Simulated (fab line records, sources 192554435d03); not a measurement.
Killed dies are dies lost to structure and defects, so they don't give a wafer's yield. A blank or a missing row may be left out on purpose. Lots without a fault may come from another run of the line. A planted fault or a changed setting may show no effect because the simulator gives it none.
Which tool did it? | flow n5_finfet | 11 lots, 32 wafers sampled, at 4 steps of a route of 1938

WHAT THE GAUGES READ, wafer by wafer
The record holds no reading of a measuring or inspecting step that can be judged against a usual standard deviation.

WHICH TOOL RAN EACH LOT (tool, then ch and the chambers of the sampled wafers, then the start)
lot  | N5_BEOL_M8_STRIP_36                | N5_BEOL_M8_STRIP_80                           | N5_BEOL_M8_SPUTTER_48        | N5_PASSIVATION_PROBE_49
L425 | rie_diel-05 ch 1,2, day 9 22:26    | rie_diel-05 ch 1,2, day 10 00:03 or earlier   | pvd_sputter-03, day 10 00:03 | -
L430 | rie_diel-06 ch 0,2,3, day 10 11:31 | rie_diel-06 ch 0,2,3, day 10 13:18 or earlier | pvd_sputter-03, day 10 13:18 | -
L431 | rie_diel-02 ch 0,1, day 10 17:47   | rie_diel-02 ch 0,1, day 10 20:16 or earlier   | pvd_sputter-03, day 10 20:16 | -
L433 | rie_diel-06 ch 0,2, day 11 00:46   | rie_diel-06 ch 0,2, day 11 02:17 or earlier   | pvd_sputter-01, day 11 02:17 | -
L434 | rie_diel-06 ch 0,1, day 11 05:07   | rie_diel-06 ch 0,1, day 11 07:03 or earlier   | pvd_sputter-03, day 11 07:03 | -
L435 | rie_diel-06 ch 1,2,3, day 11 20:37 | rie_diel-06 ch 1,2,3, day 11 22:40 or earlier | pvd_sputter-03, day 11 22:40 | prober-01, day 14 14:16
L437 | rie_diel-05 ch 1,3, day 12 11:16   | rie_diel-05 ch 1,3, day 12 13:48 or earlier   | pvd_sputter-01, day 12 13:48 | -
L439 | rie_diel-05 ch 1,2,3, day 13 11:44 | rie_diel-05 ch 1,2,3, day 13 13:32 or earlier | pvd_sputter-03, day 13 13:32 | -
L441 | rie_diel-06 ch 1,2, day 13 19:00   | rie_diel-06 ch 1,2, day 13 20:40 or earlier   | pvd_sputter-02, day 13 20:40 | -
L442 | rie_diel-02 ch 0,1,2, day 13 21:01 | rie_diel-02 ch 0,1,2, day 13 23:37 or earlier | pvd_sputter-03, day 13 23:37 | -
L447 | rie_diel-02 ch 2,3, day 15 02:22   | rie_diel-02 ch 2,3, day 15 04:11 or earlier   | pvd_sputter-01, day 15 04:11 | -
- N5_BEOL_M8_STRIP_36: strips in N2/H2.
- N5_BEOL_M8_STRIP_80: strips in N2/H2, time 10 s.
- N5_BEOL_M8_SPUTTER_48: material Cu, target thk 10 nm, time 1.667 s.
- N5_PASSIVATION_PROBE_49

WHAT THE TOOLS THEMSELVES READ (means of the sampled wafers that have a number; where no wafer has one, the mark that the record gives instead)
N5_BEOL_M8_STRIP_36. Usual: drypump_motor_current_A 5.6 A, standard deviation 0.59; n2_flow_sccm 200.0 sccm, standard deviation 0.6; oes_product_au 0.81 a.u., standard deviation 0.086; power_w 450.2 W, standard deviation 1.4; rf_vpp_V 59.1 V, standard deviation 1.6; showerhead_plenum_p_Torr 2.54 Torr, standard deviation 0.095; temp_c 40.01 C, standard deviation 0.12; throttle_valve_pct 23.4 %, standard deviation 0.33.
lot  | tool        | drypump_motor_current_A (A) | n2_flow_sccm (sccm) | oes_product_au (a.u.) | power_w (W) | rf_vpp_V (V) | showerhead_plenum_p_Torr (Torr) | temp_c (C) | throttle_valve_pct (%) | flag
L425 | rie_diel-05 | 5.4                         | 199.8               | 0.81                  | 449.0       | 60.2         | 2.53                            | 39.91      | 23.3                   |
L430 | rie_diel-06 | 6.1                         | 200.0               | 0.76                  | 449.7       | 59.5         | 2.56                            | 40.06      | 23.6                   |
L431 | rie_diel-02 | 5.9                         | 199.9               | 0.73                  | 450.9       | 58.7         | 2.56                            | 39.97      | 23.6                   |
L433 | rie_diel-06 | 6.0                         | 200.0               | 0.75                  | 449.7       | 57.9         | 2.49                            | 40.13      | 23.8                   |
L434 | rie_diel-06 | 5.0                         | 200.3               | 0.90                  | 449.9       | 60.6         | 2.62                            | 39.93      | 23.2                   |
L435 | rie_diel-06 | 6.1                         | 199.5               | 0.75                  | 448.6       | 59.8         | 2.49                            | 40.10      | 23.6                   |
L437 | rie_diel-05 | 5.2                         | 199.8               | 0.86                  | 450.8       | 58.9         | 2.49                            | 39.94      | 23.1                   |
L439 | rie_diel-05 | 5.3                         | 200.6               | 0.83                  | 449.3       | 59.1         | 2.50                            | 39.88      | 23.2                   |
L441 | rie_diel-06 | 6.0                         | 200.7               | 0.96                  | 449.8       | 59.7         | 2.63                            | 40.08      | 23.7                   |
L442 | rie_diel-02 | 5.7                         | 200.0               | 0.84                  | 450.4       | 59.0         | 2.57                            | 40.14      | 23.3                   |
L447 | rie_diel-02 | 5.6                         | 200.5               | 0.76                  | 449.8       | 58.7         | 2.57                            | 40.07      | 23.4                   |

N5_BEOL_M8_STRIP_80. Usual: drypump_motor_current_A 5.6 A, standard deviation 0.58; n2_flow_sccm 200.0 sccm, standard deviation 0.62; oes_product_au 0.81 a.u., standard deviation 0.085; rf_vpp_V 59.2 V, standard deviation 0.79; showerhead_plenum_p_Torr 2.54 Torr, standard deviation 0.095; temp_c 40.00 C, standard deviation 0.11; throttle_valve_pct 23.4 %, standard deviation 0.33.
lot  | tool        | drypump_motor_current_A (A) | n2_flow_sccm (sccm) | oes_product_au (a.u.) | rf_vpp_V (V) | showerhead_plenum_p_Torr (Torr) | temp_c (C) | throttle_valve_pct (%) | flag
L425 | rie_diel-05 | 5.4                         | 199.6               | 0.81                  | 59.7         | 2.53                            | 40.15      | 23.3                   |
L430 | rie_diel-06 | 6.0                         | 200.1               | 0.75                  | 59.1         | 2.56                            | 40.01      | 23.6                   |
L431 | rie_diel-02 | 5.9                         | 199.9               | 0.74                  | 59.3         | 2.56                            | 40.03      | 23.6                   |
L433 | rie_diel-06 | 5.9                         | 199.8               | 0.75                  | 59.0         | 2.49                            | 39.90      | 23.8                   |
L434 | rie_diel-06 | 5.0                         | 200.5               | 0.90                  | 58.8         | 2.62                            | 39.96      | 23.2                   |
L435 | rie_diel-06 | 6.0                         | 199.4               | 0.77                  | 58.4         | 2.49                            | 40.10      | 23.6                   |
L437 | rie_diel-05 | 5.2                         | 199.8               | 0.88                  | 58.5         | 2.49                            | 40.08      | 23.1                   |
L439 | rie_diel-05 | 5.3                         | 199.6               | 0.83                  | 59.8         | 2.50                            | 40.01      | 23.3                   |
L441 | rie_diel-06 | 6.0                         | 199.7               | 0.94                  | 59.2         | 2.63                            | 40.05      | 23.7                   |
L442 | rie_diel-02 | 5.7                         | 200.5               | 0.84                  | 59.1         | 2.57                            | 40.07      | 23.3                   |
L447 | rie_diel-02 | 5.7                         | 199.5               | 0.76                  | 58.8         | 2.57                            | 39.86      | 23.4                   |

N5_BEOL_M8_SPUTTER_48. Usual: chamber_pressure_pa 0.13 Pa, standard deviation 0.00025; throttle_valve_pct 29.9 %, standard deviation 1.1.
lot  | tool           | chamber_pressure_pa (Pa) | throttle_valve_pct (%) | flag
L425 | pvd_sputter-03 | 0.13                     | 29.6                   |
L430 | pvd_sputter-03 | 0.13                     | 30.5                   |
L431 | pvd_sputter-03 | 0.13                     | 31.1                   |
L433 | pvd_sputter-01 | 0.13                     | 31.9                   |
L434 | pvd_sputter-03 | 0.13                     | 29.3                   |
L435 | pvd_sputter-03 | 0.13                     | 29.6                   |
L437 | pvd_sputter-01 | 0.13                     | 30.1                   |
L439 | pvd_sputter-03 | 0.13                     | 29.7                   |
L441 | pvd_sputter-02 | 0.13                     | 28.9                   |
L442 | pvd_sputter-03 | 0.13                     | 31.0                   |
L447 | pvd_sputter-01 | 0.13                     | 31.9                   |

N5_PASSIVATION_PROBE_49. Usual: defect_limited_yield 91.2 %, standard deviation 1.6; killed_at_M0_to_M3 34, standard deviation 11; killed_at_M4_up 14, standard deviation 5.7; killed_at_contacts 14, standard deviation 6.6; killed_at_front_end 37, standard deviation 10; killed_at_other 4, standard deviation 3.2; killed_dies 104, standard deviation 19; killed_open 69, standard deviation 13; killed_short 33, standard deviation 8.7; sort_bin_5_function 5.1 %, standard deviation 1; sort_bin_6_memory 3.3 %, standard deviation 0.76; sort_n_pass 1076, standard deviation 19; sort_yield_pct 91.2 %, standard deviation 1.6.
lot  | tool      | defect_limited_yield (%) | killed_at_M0_to_M3 | killed_at_M4_up | killed_at_contacts | killed_at_front_end | killed_at_other | killed_dies | killed_open | killed_short | sort_bin_5_function (%) | sort_bin_6_memory (%) | sort_n_pass | sort_yield_pct (%) | flag
L435 | prober-01 | 91.0                     | 37                 | 16              | 6                  | 39                  | 9               | 106         | 68          | 36           | 5.0                     | 3.8                   | 1074        | 91.0               |

THE ANSWER, worked out from the rows above alone
Rule: a lot is off if the mean of its wafers that have a number lies more than 3 standard deviations from the usual mean. A lot without any number at a reading at which 4 lots or more have one is off too. The other lots that the step has rows for count as sound. The gauges are gone through in route order, then the tools' own readings, and for those a lot's mean is taken as printed above. The first step at which some lot is off is used, and at that step the reading that is off furthest; a lot without a number counts as furthest.
No lot is off at any reading shown: from this, nothing can be told.

WHAT THE SIMULATOR HAD PUT IN
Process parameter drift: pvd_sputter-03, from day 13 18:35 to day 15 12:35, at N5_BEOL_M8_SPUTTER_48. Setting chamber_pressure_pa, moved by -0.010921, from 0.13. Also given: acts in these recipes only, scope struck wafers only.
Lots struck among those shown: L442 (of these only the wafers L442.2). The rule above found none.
